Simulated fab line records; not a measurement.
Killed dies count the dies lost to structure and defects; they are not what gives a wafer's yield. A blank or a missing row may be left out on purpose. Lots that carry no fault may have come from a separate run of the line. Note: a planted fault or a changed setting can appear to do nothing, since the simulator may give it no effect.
Matching of chambers | flow nand harc | 4 sister chambers for NHARC_A_CONTACT_ETCH_91 on rie diel-10
The step etches the open film in CH3F/O2, target depth 40 nm, time 85.7 s. 4 wafers are shown with their chamber, then 12 later ones without.

EACH WAFER AND ITS CHAMBER
wafer  | chamber | drypump motor current A (A)
L089.5 | 2       | 6.25
L092.3 | 1       | 5.70
L092.5 | 3       | 5.82
L092.6 | 0       | 6.17

WAFERS WHOSE CHAMBER IS MISSING
wafer  | drypump motor current A (A)
L093.1 | 6.23
L093.5 | 5.68
L093.6 | 6.24
L096.2 | 6.17
L096.3 | 5.65
L096.5 | 6.16
L095.3 | 6.17
L095.5 | 5.70
L095.6 | 6.16
L095.1 | 5.81
L095.2 | 5.71
L095.4 | 6.23

WHICH CHAMBER EACH WENT THROUGH
wafer  | from the rows above | in truth
L093.1 | 2                   | 2
L093.5 | 1                   | 1
L093.6 | 2                   | 2
L096.2 | 0                   | 0
L096.3 | 1                   | 1
L096.5 | 0                   | 0
L095.3 | 0                   | 0
L095.5 | 1                   | 1
L095.6 | 0                   | 0
L095.1 | 3                   | 3
L095.2 | 1                   | 1
L095.4 | 2                   | 2
Correctly placed: 12 of 12. Can't be placed from these rows: 0. 0 placed wrongly.
How it was worked out, from the rows above alone: a wafer's distance from a chamber is the root of the sum, over the readings, of the square of ((its reading less the chamber's mean) divided by the reading's scatter). The wafer belongs to the nearest chamber; if the next one is less than 2 further off, it can't be placed. For every chamber, the mean is computed from those of its wafers that are shown. The scatter (one wafer shown for each chamber): square how far every hidden wafer sits from the nearest shown wafer, average those squares and take the square root.
